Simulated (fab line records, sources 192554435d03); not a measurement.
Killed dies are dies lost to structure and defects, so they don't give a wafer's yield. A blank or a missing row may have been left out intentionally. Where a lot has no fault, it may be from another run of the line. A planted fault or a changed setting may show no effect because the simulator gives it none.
A lot that was struck, set against a sound lot | flow n5-finfet | 16 steps out of a route of 1938
Sound: these wafers, L738.1, L738.5, L738.6. Struck: wafers L745.1, L745.6. (L745.3 of the same lot was not struck and is left out.) The cause comes at the end.
Each step with rows lists, per side, the tool, then ch with its chambers, then its first start. Under that, the readings that differ: sound wafers | struck wafers | difference of the means | sigmas: that difference in standard deviations of wafers without a fault.
alike: words and numbers the same on both sides, and readings whose means are apart by under 2 such deviations; not compared: readings that were withheld, readings missing a value for some wafer, numbers with overlapping values and no deviation given by the record, and bounds like >300 which may hide the same value.
A row with sigmas, a row that says differs or no value, or rows on one side alone: a step with any of these is where the two part. Non-overlapping numbers with no deviation appear without sigmas and do not part them. A reading missing from all wafers of one side parts the sides only when that side holds two or more wafers.

N5_HKMG_FIN_STRIP_60: strips in N2/H2, time 360 s.
  sound on plasma-asher-01 ch 0,1, day 4 01:28; struck on plasma-asher-02 ch 0,1, day 5 21:49
  alike: drypump-motor-current-A, heater-power-w
  not compared: rf-hours-counter-h
then, 2 steps without rows for these wafers: N5_HKMG_FIN_WET_ETCH_77 (etches La2O3 in dHCl, stops on HfO2, target depth 2 nm); N5_HKMG_FIN_WET_ETCH_78 (etches Al2O3 in dNH4OH, stops on La2O3, target depth 4.5 nm, rinse time 30 s).
N5_HKMG_FIN_ALD_79: deposits TiN, target thk 1.5 nm, pulse time 1 s, purge time 3 s.
  sound on ald-metal-02 ch 2,3, day 4 01:58; struck on ald-metal-01 ch 0,3, day 5 22:19
  alike: heater-power-outer-w, heater-power-w, precursor-pulse-height-rel
  not compared: ald-cycles
N5_HKMG_FIN_CVD_62: deposits a-Si from Si2H6, target thk 3 nm, time 20.8 s.
  sound on thermal-cvd-si-02 ch 0,1, day 4 02:19; struck on thermal-cvd-si-02 ch 0,1, day 5 22:40
  alike: heater-power-outer-w, heater-power-w
then, 5 steps without rows for these wafers: N5_HKMG_FIN_RTA_80 (time 2 s); N5_HKMG_FIN_PRECLEAN_64 (cleans in dHF, time 30 s); N5_HKMG_FIN_WET_ETCH_65 (etches a-Si in TMAH, stops on TiN, time 49 s, target depth 3 nm); N5_HKMG_FIN_WET_ETCH_81 (etches TiN in SC1, stops on HfO2, time 57 s, target depth 6 nm); N5_HKMG_FIN_WET_ETCH_82 (etches La2O3 in dHCl, stops on HfO2, target depth 2 nm, rinse time 30 s).
N5_HKMG_FIN_ALD_36: deposits TiN, target thk 1 nm, pulse time 1 s, purge time 3 s.
  sound on ald-metal-04 ch 1,2,3, day 4 02:43; struck on ald-metal-02 ch 1, day 5 23:04
  alike: heater-power-outer-w, heater-power-w, precursor-pulse-height-rel
  not compared: ald-cycles
N5_HKMG_FIN_THK_MEAS_70: measures by xrf.
  sound: film-metro-02 at day 4 03:00; struck: film-metro-02 at day 5 23:21
  alike: HK_THK
N5_HKMG_FIN_PWFM_ALD_03: deposits TiN, target thk 2 nm, pulse time 1 s, purge time 3 s.
  sound on ald-metal-01 ch 0,1, day 4 03:02; struck on ald-metal-04 ch 0, day 5 23:23
  reading    | sound    | struck | difference | sigmas
  ald-cycles | 91 91 91 | 83 83  | -8         |
  alike: heater-power-outer-w, heater-power-w, precursor-pulse-height-rel
then, 1 step without rows for these wafers: N5_HKMG_FIN_COAT_29 (time 60 s, resist thk 300 nm).
-- here the record skips 4 days between the struck wafers' starts before and after, leaving off in module HKMG_FIN and picking up in module BEOL_M4 (first step shown: number 1111 of the route) --
N5_BEOL_M4_RC_MEAS_101:
  sound on prober-02 ch 0, day 7 19:30; struck on prober-01 ch 0, day 9 17:04
  alike: DIBL_N, DIBL_P, IOFF_N, IOFF_P, ION_N, ION_P, SS_N, SS_P, VT_N, VT_P
N5_PASSIVATION_PROBE_49:
  the record has rows for the sound wafers here (prober-01, day 12 06:51) and none for the struck ones

## WHERE THEY PART
At N5_PASSIVATION_PROBE_49 and nowhere else, as far as this record goes.

WHY: whatever the simulator had introduced
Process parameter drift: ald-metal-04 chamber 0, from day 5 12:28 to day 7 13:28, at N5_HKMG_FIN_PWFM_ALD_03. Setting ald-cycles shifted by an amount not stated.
